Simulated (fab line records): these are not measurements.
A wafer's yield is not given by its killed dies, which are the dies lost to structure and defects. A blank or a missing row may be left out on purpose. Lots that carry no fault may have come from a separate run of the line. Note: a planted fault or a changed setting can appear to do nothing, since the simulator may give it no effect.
Which of the tools did it? -- flow nand harc -- 72 wafers from 24 lots sampled at 5 of the route's 1302 steps

WHAT EACH GAUGE READ, for each wafer
NHARC_A_SLIT_OVL_MEAS_10.
lot,measured,on,overlay x nm (nm),overlay y nm (nm)
L074,day 19 20:40,overlay-01,0.0 0.1 -0.2,-1.3 -0.5 -1.5
L075,day 20 01:52,overlay-01,0.7 1.1 1.2,-1.6 -1.2 -0.8
L078,day 21 05:53,overlay-01,-0.5 -0.2 -0.9,-0.1 -0.9 -1.0
L076,day 21 05:51,overlay-02,0.9 1.2 0.5,0.4 0.1 0.3
L079,day 21 09:38,overlay-02,0.5 0.2 0.2,0.7 1.1 0.7
L077,day 21 13:31,overlay-01,1.3 1.2 1.1,-0.9 -1.6 -1.4
L081,day 22 00:11,overlay-02,0.1 0.1 -0.1,0.2 0.2 0.4
L080,day 22 00:53,overlay-02,0.6 0.5 0.4,2.2 2.4 1.9
L084,day 23 07:32,overlay-02,0.4 1.1 0.1,-0.4 -0.2 0.1
L083,day 23 11:22,overlay-01,0.0 0.1 -0.2,-0.6 -1.1 -1.0
L082,day 23 11:32,overlay-02,-0.5 -1.0 -0.3,-1.1 -1.3 -1.2
L085,day 24 18:58,overlay-02,-0.2 -0.7 -0.1,-0.2 -0.3 -0.6
L086,day 24 19:02,overlay-02,0.0 -0.4 -0.1,0.5 -0.3 -0.2
L088,day 25 05:40,overlay-02,-1.0 -1.5 -1.4,-1.6 -0.2 -0.7
L087,day 25 06:25,overlay-02,-0.5 -0.1 0.1,-1.4 -1.4 -1.7
L089,day 25 16:47,overlay-02,-0.4 -0.1 -0.4,-1.1 -0.9 -1.1
L090,day 26 05:26,overlay-01,0.7 0.4 0.6,-1.6 -1.1 -1.2
L091,day 26 05:17,overlay-02,-0.6 0.2 -0.5,-0.4 -0.8 -0.5
L093,day 26 20:48,overlay-02,0.2 0.3 -0.5,-1.3 -1.0 -1.3
L092,day 26 22:12,overlay-01,0.5 -0.4 0.4,-0.4 0.3 -0.4
L095,day 28 03:29,overlay-02,-0.8 -0.5 -0.7,-0.2 -0.7 -0.4
L094,day 28 03:41,overlay-01,0.8 1.1 0.6,-1.6 -0.9 -1.5
L096,day 28 17:42,overlay-02,-0.7 -0.7 0.0,1.7 2.1 1.6
L097,day 29 06:26,overlay-02,-0.6 -0.6 -0.4,1.7 1.7 0.9

NHARC_A_SIN_REMOVE_INSPECT_04.
lot,measured,on,raw defect count
L074,day 20 10:11,defect inspect-02,457 448 347
L075,day 20 14:58,defect inspect-01,439 328 464
L078,day 21 18:52,defect inspect-02,350 317 317
L076,day 21 18:52,defect inspect-01,395 427 441
L079,day 21 23:39,defect inspect-02,379 470 348
L077,day 22 02:35,defect inspect-02,500 448 425
L081,day 22 13:13,defect inspect-01,445 400 412
L080,day 22 22:58,defect inspect-02,573 422 555
L084,day 23 20:46,defect inspect-01,309 374 350
L083,day 24 00:18,defect inspect-01,350 354 317
L082,day 24 00:16,defect inspect-02,429 446 413
L085,day 25 08:05,defect inspect-02,438 269 491
L086,day 25 11:55,defect inspect-01,468 274 357
L088,day 25 18:41,defect inspect-02,322 275 353
L087,day 25 20:31,defect inspect-02,363 568 468
L089,day 26 05:43,defect inspect-02,440 291 344
L090,day 26 18:24,defect inspect-01,375 374 373
L091,day 26 18:23,defect inspect-02,305 223 335
L093,day 27 12:04,defect inspect-01,348 343 414
L092,day 27 13:47,defect inspect-01,496 430 419
L095,day 28 16:31,defect inspect-02,401 411 435
L094,day 28 16:31,defect inspect-01,364 426 520
L096,day 29 06:44,defect inspect-01,344 354 303
L097,day 29 19:35,defect inspect-01,459 262 385

WHICH TOOL RAN EACH LOT (tool, then ch and the chambers of the sampled wafers, then the start)
lot,NHARC_A_SGD_CUT_CMP_21,NHARC_A_SLIT_DEP_23,NHARC_A_SLIT_ETCH_29
L074,"cmp-01 ch 1,2, day 19 14:04","pecvd-01 ch 0,1, day 19 20:02","rie diel-09 ch 0,2, day 20 02:59"
L075,"cmp-02 ch 0,2,3, day 19 20:12","pecvd-02 ch 1,2, day 20 01:13","rie diel-09 ch 1,2,3, day 20 07:46"
L078,"cmp-03 ch 1,2,3, day 20 23:59","pecvd-01 ch 0,2, day 21 05:06","rie diel-04 ch 0,2,3, day 21 11:45"
L076,"cmp-01 ch 0,2, day 21 00:01","pecvd-04 ch 1,2, day 21 05:05","rie diel-13 ch 0,1,2, day 21 12:38"
L079,"cmp-03 ch 0,2, day 21 04:03","pecvd-02 ch 0,1, day 21 08:55","rie diel-13 ch 1,3, day 21 15:34"
L077,"cmp-02 ch 0,1,3, day 21 04:03","pecvd-04 ch 1,2, day 21 12:44","rie diel-13 ch 0,1,2, day 21 19:27"
L081,"cmp-03 ch 0,1,3, day 21 17:21","pecvd-02 ch 1, day 21 23:26","rie diel-09 ch 0,2, day 22 06:08"
L080,"cmp-02 ch 0,2,3, day 21 17:22","pecvd-02 ch 0,1, day 22 00:11","rie diel-04 ch 1,2,3, day 22 09:53"
L084,"cmp-03 ch 0,1,3, day 23 00:49","pecvd-01 ch 0,1, day 23 06:46","rie diel-13 ch 0,3, day 23 13:31"
L083,"cmp-03 ch 1,2,3, day 23 05:50","pecvd-01 ch 1,2, day 23 10:44","rie diel-09 ch 0,1,3, day 23 17:11"
L082,"cmp-02 ch 2,3, day 23 05:52","pecvd-04 ch 1,2, day 23 10:50","rie diel-04 ch 1,2, day 23 17:25"
L085,"cmp-03 ch 0,1, day 24 13:27","pecvd-01 ch 0,1, day 24 18:21","rie diel-04 ch 1,2, day 25 00:53"
L086,"cmp-02 ch 1,2,3, day 24 13:30","pecvd-02 ch 0,2, day 24 18:24","rie diel-13 ch 0,3, day 25 04:45"
L088,"cmp-01 ch 0,3, day 25 00:01","pecvd-01 ch 0,1, day 25 04:56","rie diel-04 ch 1,3, day 25 11:32"
L087,"cmp-03 ch 0,2,3, day 25 00:01","pecvd-04 ch 0,1, day 25 05:38","rie diel-13 ch 0,1,2, day 25 13:24"
L089,"cmp-02 ch 0,2,3, day 25 11:00","pecvd-04 ch 0,2, day 25 16:01","rie diel-04 ch 0,1,2, day 25 22:36"
L090,"cmp-02 ch 0,2, day 25 23:41","pecvd-04 ch 0,1,2, day 26 04:35","rie diel-13 ch 0,1,3, day 26 11:26"
L091,"cmp-03 ch 0,1,2, day 25 23:41","pecvd-01 ch 0,1,2, day 26 04:31","rie diel-13 ch 0,2,3, day 26 11:09"
L093,"cmp-03 ch 0,2,3, day 26 12:47","pecvd-02 ch 1,2, day 26 20:02","rie diel-04 ch 0,2,3, day 27 04:49"
L092,"cmp-02 ch 0,2,3, day 26 12:47","pecvd-01 ch 0,2, day 26 21:28","rie diel-09 ch 0,1,3, day 27 06:37"
L095,"cmp-02 ch 0,1,3, day 27 21:28","pecvd-01 ch 0,1,2, day 28 02:43","rie diel-13 ch 0,1,2, day 28 09:22"
L094,"cmp-01 ch 0,2,3, day 27 21:31","pecvd-02 ch 0,1,2, day 28 02:59","rie diel-04 ch 0,1,3, day 28 09:35"
L096,"cmp-01 ch 1,2, day 28 12:01","pecvd-04 ch 1,2, day 28 16:56","rie diel-04 ch 0,1,3, day 28 23:31"
L097,"cmp-03 ch 0,3, day 29 00:45","pecvd-04 ch 0,2, day 29 05:41","rie diel-09 ch 0,2,3, day 29 12:20"
- NHARC_A_SGD_CUT_CMP_21: polishes, target thk 148.19 nm.
- NHARC_A_SLIT_DEP_23: deposits SiON, target thk 100 nm.
- NHARC_A_SLIT_ETCH_29: etches the open film in CF4/O2, target depth 100 nm, overetch 10 nm, time 55 s.

WHAT THE TOOLS THEMSELVES READ (means of the sampled wafers that have a number; where no wafer has one, the mark that the record gives instead)
NHARC_A_SGD_CUT_CMP_21.
lot,tool,edge zone pressure frac,motor current A (A),time to endpoint s (s)
L074,cmp-01,0.996,11.8,49.2
L075,cmp-02,0.999,12.3,52.2
L078,cmp-03,1.004,12.2,49.1
L076,cmp-01,1.004,10.6,49.5
L079,cmp-03,0.999,12.5,48.1
L077,cmp-02,1.002,11.2,49.6
L081,cmp-03,0.996,11.3,44.5
L080,cmp-02,1.002,12.2,48.1
L084,cmp-03,1.001,11.7,48.8
L083,cmp-03,0.995,12.1,50.7
L082,cmp-02,0.999,13.2,48.8
L085,cmp-03,0.996,11.2,49.2
L086,cmp-02,1.001,12.6,45.9
L088,cmp-01,0.999,13.4,53.7
L087,cmp-03,1.002,12.3,48.9
L089,cmp-02,0.999,12.4,48.4
L090,cmp-02,0.994,12.6,48.0
L091,cmp-03,1.006,12.4,47.1
L093,cmp-03,0.999,12.0,49.5
L092,cmp-02,1.000,12.2,46.8
L095,cmp-02,1.001,12.0,47.7
L094,cmp-01,1.003,12.3,47.2
L096,cmp-01,1.002,11.7,51.5
L097,cmp-03,1.004,11.1,53.1

NHARC_A_SLIT_DEP_23.
lot,tool,heater power w (W),showerhead vpp V (V)
L074,pecvd-01,858,1116
L075,pecvd-02,780,1255
L078,pecvd-01,820,1155
L076,pecvd-04,769,1081
L079,pecvd-02,815,1258
L077,pecvd-04,773,1090
L081,pecvd-02,864,1271
L080,pecvd-02,806,1243
L084,pecvd-01,758,1119
L083,pecvd-01,818,1137
L082,pecvd-04,734,1088
L085,pecvd-01,758,1121
L086,pecvd-02,815,1212
L088,pecvd-01,747,1115
L087,pecvd-04,767,1052
L089,pecvd-04,761,1067
L090,pecvd-04,752,1068
L091,pecvd-01,796,1135
L093,pecvd-02,866,1224
L092,pecvd-01,800,1128
L095,pecvd-01,785,1126
L094,pecvd-02,807,1223
L096,pecvd-04,775,1083
L097,pecvd-04,762,1089

NHARC_A_SLIT_ETCH_29.
lot,tool,drypump motor current A (A),oes product au (a.u.),rf vpp V (V),showerhead plenum p Torr (Torr),throttle valve pct (%)
L074,rie diel-09,5.8,1.002,196.4,1.27,13.394
L075,rie diel-09,5.5,1.002,196.5,1.31,13.395
L078,rie diel-04,6.0,0.998,198.4,1.32,13.390
L076,rie diel-13,5.5,1.015,197.8,1.34,13.396
L079,rie diel-13,5.0,0.998,198.1,1.40,13.402
L077,rie diel-13,5.6,1.001,197.7,1.34,13.381
L081,rie diel-09,5.8,0.996,197.1,1.27,13.389
L080,rie diel-04,6.1,0.989,197.1,1.30,13.399
L084,rie diel-13,5.1,1.018,198.1,1.36,13.392
L083,rie diel-09,5.8,0.985,197.6,1.32,13.394
L082,rie diel-04,6.1,1.002,197.5,1.32,13.394
L085,rie diel-04,6.4,0.982,197.1,1.28,13.395
L086,rie diel-13,5.2,1.013,199.4,1.36,13.390
L088,rie diel-04,5.8,0.996,197.3,1.31,13.385
L087,rie diel-13,5.5,1.011,196.7,1.34,13.396
L089,rie diel-04,5.9,1.007,198.0,1.34,13.396
L090,rie diel-13,5.4,1.011,198.7,1.36,13.396
L091,rie diel-13,5.4,1.007,197.4,1.34,13.399
L093,rie diel-04,6.0,1.001,198.2,1.32,13.404
L092,rie diel-09,5.9,0.999,197.9,1.32,13.398
L095,rie diel-13,5.6,1.015,197.3,1.34,13.392
L094,rie diel-04,5.7,1.005,199.0,1.35,13.392
L096,rie diel-04,5.6,1.000,198.7,1.35,13.396
L097,rie diel-09,5.8,0.997,197.8,1.33,13.391

THE ANSWER, worked out from the rows above alone
Rule: the lots themselves supply what counts as usual. The widest of any qualifying gaps counts: lots, ordered by their means at a reading, are off when they make up no more than a third of the lots, leave a main group of 4 or more, and stand apart from it by 3 or more times the standard deviation of that group's means. A main group is skipped when, at the precision printed for the reading in the tables above, its means are all equal. Also off: a lot with no number at a reading for which 4 or more lots have one. Where the step has rows for the other lots, those lots are counted as sound. The gauges are gone through in route order, then the tools' own readings, and for those a lot's mean is taken as printed above. At the first step where some lot is off, the reading lying furthest off is the one used; lots without a number count as furthest.
No lot is off at any reading shown: from this, nothing can be told.

WHAT THE SIMULATOR HAD PUT IN
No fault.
